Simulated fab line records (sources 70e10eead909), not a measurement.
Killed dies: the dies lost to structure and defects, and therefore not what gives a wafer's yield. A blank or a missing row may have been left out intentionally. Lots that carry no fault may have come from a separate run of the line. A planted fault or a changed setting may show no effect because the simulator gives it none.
Which tool was responsible? || flow nand-harc || 39 wafers from 13 lots sampled at 5 of the route's 1159 steps

## WHAT EACH GAUGE READ, for each wafer
NHARC_HYBRID_BOND_OVL_MEAS_05.
{"lot": "L391", "measured": "day 18 18:23", "on": "overlay-01", "overlay-x-nm (nm)": "76 78 -10", "overlay-y-nm (nm)": "25 -29 -22"}
{"lot": "L393", "measured": "day 18 18:23", "on": "overlay-01", "overlay-x-nm (nm)": "60 21 -40", "overlay-y-nm (nm)": "-35 -7 60"}
{"lot": "L392", "measured": "day 19 20:48", "on": "overlay-01", "overlay-x-nm (nm)": "80 21 -5", "overlay-y-nm (nm)": "41 -40 42"}
{"lot": "L395", "measured": "day 20 06:34", "on": "overlay-01", "overlay-x-nm (nm)": "23 63 10", "overlay-y-nm (nm)": "-48 81 -36"}
{"lot": "L396", "measured": "day 21 05:11", "on": "overlay-01", "overlay-x-nm (nm)": "-16 -14 -7", "overlay-y-nm (nm)": "25 18 14"}
{"lot": "L397", "measured": "day 20 22:41", "on": "overlay-02", "overlay-x-nm (nm)": "-39 26 -24", "overlay-y-nm (nm)": "21 26 32"}
{"lot": "L398", "measured": "day 21 05:11", "on": "overlay-02", "overlay-x-nm (nm)": "-60 48 19", "overlay-y-nm (nm)": "57 -38 -3"}
{"lot": "L400", "measured": "day 22 18:43", "on": "overlay-01", "overlay-x-nm (nm)": "15 -34 11", "overlay-y-nm (nm)": "18 8 -25"}
{"lot": "L399", "measured": "day 23 01:07", "on": "overlay-02", "overlay-x-nm (nm)": "-11 -42 -51", "overlay-y-nm (nm)": "27 33 3"}
{"lot": "L402", "measured": "day 23 01:07", "on": "overlay-01", "overlay-x-nm (nm)": "-36 6 -27", "overlay-y-nm (nm)": "15 36 -56"}
{"lot": "L406", "measured": "day 23 20:59", "on": "overlay-01", "overlay-x-nm (nm)": "-32 15 20", "overlay-y-nm (nm)": "26 27 13"}
{"lot": "L410", "measured": "day 24 06:40", "on": "overlay-01", "overlay-x-nm (nm)": "-39 8 3", "overlay-y-nm (nm)": "-65 8 -15"}
{"lot": "L411", "measured": "day 24 21:59", "on": "overlay-02", "overlay-x-nm (nm)": "-24 -28 0", "overlay-y-nm (nm)": "-18 -10 -4"}

NHARC_END_SORT_01.
{"lot": "L410", "measured": "day 25 05:05", "on": "prober-02", "killed-at-array": "37 21 35", "killed-at-other": "0 0 0", "killed-at-periphery": "83 77 63", "killed-dies": "120 98 98", "killed-open": "7 3 6", "killed-short": "4 1 2"}
{"lot": "L411", "measured": "day 25 16:45", "on": "prober-01", "killed-at-array": "18 30 37", "killed-at-other": "0 0 0", "killed-at-periphery": "84 62 82", "killed-dies": "102 92 119", "killed-open": "3 4 2", "killed-short": "1 3 2"}

## WHAT TOOL EACH LOT RAN ON (gives the tool, then ch and the chambers of the sampled wafers, and finally the start)
{"lot": "L391", "NHARC_P_CONTACT_PVD_32": "pvd-sputter-03, day 6 09:17", "NHARC_THIN_TSV_ETCH_44": "rie-diel-04 ch 2,3, day 18 22:26", "NHARC_THIN_TSV_STRIP_56": "plasma-asher-01 ch 0,1, day 19 04:49"}
{"lot": "L393", "NHARC_P_CONTACT_PVD_32": "pvd-sputter-01, day 6 15:46", "NHARC_THIN_TSV_ETCH_44": "rie-diel-04 ch 1,2,3, day 19 01:02", "NHARC_THIN_TSV_STRIP_56": "plasma-asher-02 ch 0, day 19 07:35"}
{"lot": "L392", "NHARC_P_CONTACT_PVD_32": "pvd-sputter-03, day 6 17:26", "NHARC_THIN_TSV_ETCH_44": "rie-diel-07 ch 0,1,2, day 20 00:13", "NHARC_THIN_TSV_STRIP_56": "plasma-asher-02 ch 0,1, day 20 07:45"}
{"lot": "L395", "NHARC_P_CONTACT_PVD_32": "pvd-sputter-03, day 7 06:56", "NHARC_THIN_TSV_ETCH_44": "rie-diel-07 ch 0,1, day 20 09:26", "NHARC_THIN_TSV_STRIP_56": "plasma-asher-02 ch 0,1, day 20 16:08"}
{"lot": "L396", "NHARC_P_CONTACT_PVD_32": "pvd-sputter-03, day 7 23:49", "NHARC_THIN_TSV_ETCH_44": "rie-diel-07 ch 0,2, day 21 10:42", "NHARC_THIN_TSV_STRIP_56": "plasma-asher-02 ch 0,1, day 21 16:53"}
{"lot": "L397", "NHARC_P_CONTACT_PVD_32": "pvd-sputter-03, day 8 04:24", "NHARC_THIN_TSV_ETCH_44": "rie-diel-07 ch 1,2, day 21 01:40", "NHARC_THIN_TSV_STRIP_56": "plasma-asher-02 ch 0,1, day 21 08:04"}
{"lot": "L398", "NHARC_P_CONTACT_PVD_32": "pvd-sputter-03, day 8 08:32", "NHARC_THIN_TSV_ETCH_44": "rie-diel-05 ch 1,2, day 21 09:31", "NHARC_THIN_TSV_STRIP_56": "plasma-asher-01 ch 0,1, day 21 16:07"}
{"lot": "L400", "NHARC_P_CONTACT_PVD_32": "pvd-sputter-01, day 9 08:54", "NHARC_THIN_TSV_ETCH_44": "rie-diel-05 ch 0,3, day 22 23:05", "NHARC_THIN_TSV_STRIP_56": "plasma-asher-01 ch 0,1, day 23 05:35"}
{"lot": "L399", "NHARC_P_CONTACT_PVD_32": "pvd-sputter-03, day 9 09:47", "NHARC_THIN_TSV_ETCH_44": "rie-diel-05 ch 0,1,3, day 23 05:30", "NHARC_THIN_TSV_STRIP_56": "plasma-asher-01 ch 0,1, day 23 12:26"}
{"lot": "L402", "NHARC_P_CONTACT_PVD_32": "pvd-sputter-03, day 9 14:14", "NHARC_THIN_TSV_ETCH_44": "rie-diel-05 ch 0,1,3, day 23 04:05", "NHARC_THIN_TSV_STRIP_56": "plasma-asher-01 ch 0,1, day 23 10:49"}
{"lot": "L406", "NHARC_P_CONTACT_PVD_32": "pvd-sputter-03, day 10 03:13", "NHARC_THIN_TSV_ETCH_44": "rie-diel-07 ch 0,1,3, day 24 01:11", "NHARC_THIN_TSV_STRIP_56": "plasma-asher-01 ch 0,1, day 24 07:38"}
{"lot": "L410", "NHARC_P_CONTACT_PVD_32": "pvd-sputter-03, day 11 04:09", "NHARC_THIN_TSV_ETCH_44": "rie-diel-07 ch 0,2,3, day 24 09:30", "NHARC_THIN_TSV_STRIP_56": "plasma-asher-02 ch 0,1, day 24 15:52"}
{"lot": "L411", "NHARC_P_CONTACT_PVD_32": "pvd-sputter-03, day 11 13:35", "NHARC_THIN_TSV_ETCH_44": "rie-diel-04 ch 1,2,3, day 25 00:59", "NHARC_THIN_TSV_STRIP_56": "plasma-asher-02 ch 0,1, day 25 07:46"}
- NHARC_P_CONTACT_PVD_32: deposits Ti, target thk 5 nm, time 17.7 s.
- NHARC_THIN_TSV_ETCH_44: etches the open film in CF4/O2, target depth 1594.2 nm, time 797.1 s.
- NHARC_THIN_TSV_STRIP_56: strips in O2.

## WHAT THE TOOLS THEMSELVES READ (means of the sampled wafers that have a number; where no wafer has one, the mark that the record gives instead)
NHARC_P_CONTACT_PVD_32.
{"lot": "L391", "tool": "pvd-sputter-03", "throttle-valve-pct (%)": 30.0}
{"lot": "L393", "tool": "pvd-sputter-01", "throttle-valve-pct (%)": 29.4}
{"lot": "L392", "tool": "pvd-sputter-03", "throttle-valve-pct (%)": 30.0}
{"lot": "L395", "tool": "pvd-sputter-03", "throttle-valve-pct (%)": 30.1}
{"lot": "L396", "tool": "pvd-sputter-03", "throttle-valve-pct (%)": 29.6}
{"lot": "L397", "tool": "pvd-sputter-03", "throttle-valve-pct (%)": 30.4}
{"lot": "L398", "tool": "pvd-sputter-03", "throttle-valve-pct (%)": 30.5}
{"lot": "L400", "tool": "pvd-sputter-01", "throttle-valve-pct (%)": 30.2}
{"lot": "L399", "tool": "pvd-sputter-03", "throttle-valve-pct (%)": 30.6}
{"lot": "L402", "tool": "pvd-sputter-03", "throttle-valve-pct (%)": 30.4}
{"lot": "L406", "tool": "pvd-sputter-03", "throttle-valve-pct (%)": 29.6}
{"lot": "L410", "tool": "pvd-sputter-03", "throttle-valve-pct (%)": 29.8}
{"lot": "L411", "tool": "pvd-sputter-03", "throttle-valve-pct (%)": 29.9}

NHARC_THIN_TSV_ETCH_44.
{"lot": "L391", "tool": "rie-diel-04", "bias-w (W)": 800.2, "drypump-motor-current-A (A)": 6.4, "oes-product-au (a.u.)": 1.003, "rf-vpp-V (V)": 794, "showerhead-plenum-p-Torr (Torr)": 1.83, "throttle-valve-pct (%)": 16.910}
{"lot": "L393", "tool": "rie-diel-04", "bias-w (W)": 799.4, "drypump-motor-current-A (A)": 6.3, "oes-product-au (a.u.)": 1.002, "rf-vpp-V (V)": 793, "showerhead-plenum-p-Torr (Torr)": 1.82, "throttle-valve-pct (%)": 16.918}
{"lot": "L392", "tool": "rie-diel-07", "bias-w (W)": 801.4, "drypump-motor-current-A (A)": 6.0, "oes-product-au (a.u.)": 0.990, "rf-vpp-V (V)": 793, "showerhead-plenum-p-Torr (Torr)": 1.81, "throttle-valve-pct (%)": 16.911}
{"lot": "L395", "tool": "rie-diel-07", "bias-w (W)": 798.3, "drypump-motor-current-A (A)": 5.7, "oes-product-au (a.u.)": 0.990, "rf-vpp-V (V)": 791, "showerhead-plenum-p-Torr (Torr)": 1.79, "throttle-valve-pct (%)": 16.913}
{"lot": "L396", "tool": "rie-diel-07", "bias-w (W)": 801.4, "drypump-motor-current-A (A)": 6.3, "oes-product-au (a.u.)": 0.986, "rf-vpp-V (V)": 794, "showerhead-plenum-p-Torr (Torr)": 1.83, "throttle-valve-pct (%)": 16.918}
{"lot": "L397", "tool": "rie-diel-07", "bias-w (W)": 799.2, "drypump-motor-current-A (A)": 5.9, "oes-product-au (a.u.)": 0.990, "rf-vpp-V (V)": 790, "showerhead-plenum-p-Torr (Torr)": 1.75, "throttle-valve-pct (%)": 16.915}
{"lot": "L398", "tool": "rie-diel-05", "bias-w (W)": 802.0, "drypump-motor-current-A (A)": 5.8, "oes-product-au (a.u.)": 1.006, "rf-vpp-V (V)": 798, "showerhead-plenum-p-Torr (Torr)": 1.89, "throttle-valve-pct (%)": 16.914}
{"lot": "L400", "tool": "rie-diel-05", "bias-w (W)": 798.7, "drypump-motor-current-A (A)": 5.5, "oes-product-au (a.u.)": 1.010, "rf-vpp-V (V)": 792, "showerhead-plenum-p-Torr (Torr)": 1.79, "throttle-valve-pct (%)": 16.910}
{"lot": "L399", "tool": "rie-diel-05", "bias-w (W)": 800.6, "drypump-motor-current-A (A)": 5.7, "oes-product-au (a.u.)": 1.001, "rf-vpp-V (V)": 794, "showerhead-plenum-p-Torr (Torr)": 1.83, "throttle-valve-pct (%)": 16.910}
{"lot": "L402", "tool": "rie-diel-05", "bias-w (W)": 800.8, "drypump-motor-current-A (A)": 5.6, "oes-product-au (a.u.)": 1.006, "rf-vpp-V (V)": 794, "showerhead-plenum-p-Torr (Torr)": 1.83, "throttle-valve-pct (%)": 16.911}
{"lot": "L406", "tool": "rie-diel-07", "bias-w (W)": 801.1, "drypump-motor-current-A (A)": 5.8, "oes-product-au (a.u.)": 1.002, "rf-vpp-V (V)": 793, "showerhead-plenum-p-Torr (Torr)": 1.83, "throttle-valve-pct (%)": 16.918}
{"lot": "L410", "tool": "rie-diel-07", "bias-w (W)": 801.6, "drypump-motor-current-A (A)": 6.0, "oes-product-au (a.u.)": 0.999, "rf-vpp-V (V)": 796, "showerhead-plenum-p-Torr (Torr)": 1.85, "throttle-valve-pct (%)": 16.911}
{"lot": "L411", "tool": "rie-diel-04", "bias-w (W)": 799.8, "drypump-motor-current-A (A)": 6.3, "oes-product-au (a.u.)": 1.010, "rf-vpp-V (V)": 793, "showerhead-plenum-p-Torr (Torr)": 1.81, "throttle-valve-pct (%)": 16.910}

NHARC_THIN_TSV_STRIP_56.
{"lot": "L391", "tool": "plasma-asher-01", "drypump-motor-current-A (A)": 5.5, "heater-power-w (W)": 338}
{"lot": "L393", "tool": "plasma-asher-02", "drypump-motor-current-A (A)": 5.6, "heater-power-w (W)": 369}
{"lot": "L392", "tool": "plasma-asher-02", "drypump-motor-current-A (A)": 5.8, "heater-power-w (W)": 374}
{"lot": "L395", "tool": "plasma-asher-02", "drypump-motor-current-A (A)": 5.8, "heater-power-w (W)": 369}
{"lot": "L396", "tool": "plasma-asher-02", "drypump-motor-current-A (A)": 5.8, "heater-power-w (W)": 368}
{"lot": "L397", "tool": "plasma-asher-02", "drypump-motor-current-A (A)": 6.1, "heater-power-w (W)": 376}
{"lot": "L398", "tool": "plasma-asher-01", "drypump-motor-current-A (A)": 5.9, "heater-power-w (W)": 355}
{"lot": "L400", "tool": "plasma-asher-01", "drypump-motor-current-A (A)": 5.5, "heater-power-w (W)": 348}
{"lot": "L399", "tool": "plasma-asher-01", "drypump-motor-current-A (A)": 5.9, "heater-power-w (W)": 353}
{"lot": "L402", "tool": "plasma-asher-01", "drypump-motor-current-A (A)": 5.5, "heater-power-w (W)": 344}
{"lot": "L406", "tool": "plasma-asher-01", "drypump-motor-current-A (A)": 5.9, "heater-power-w (W)": 356}
{"lot": "L410", "tool": "plasma-asher-02", "drypump-motor-current-A (A)": 5.9, "heater-power-w (W)": 363}
{"lot": "L411", "tool": "plasma-asher-02", "drypump-motor-current-A (A)": 6.1, "heater-power-w (W)": 361}

## THE ANSWER, worked out from the rows above alone
Rule: the lots themselves supply what counts as usual. The widest of any qualifying gaps counts: lots, ordered by their means at a reading, are off when they make up no more than a third of the lots, leave a main group of 4 or more, and stand apart from it by 3 or more times the standard deviation of that group's means. If all means in a main group match to the digits the tables above print for the reading, that group is not used. A lot without any number at a reading at which 4 lots or more have one is off too. The other lots that the step has rows for count as sound. First the gauges in route order, then the tools' own readings, where a lot's mean is used as printed above. At the first step where some lot is off, the reading lying furthest off is the one used; lots without a number count as furthest.
Nothing can be told from this: no lot is off at any reading shown.

## WHAT WAS PUT IN BY THE SIMULATOR
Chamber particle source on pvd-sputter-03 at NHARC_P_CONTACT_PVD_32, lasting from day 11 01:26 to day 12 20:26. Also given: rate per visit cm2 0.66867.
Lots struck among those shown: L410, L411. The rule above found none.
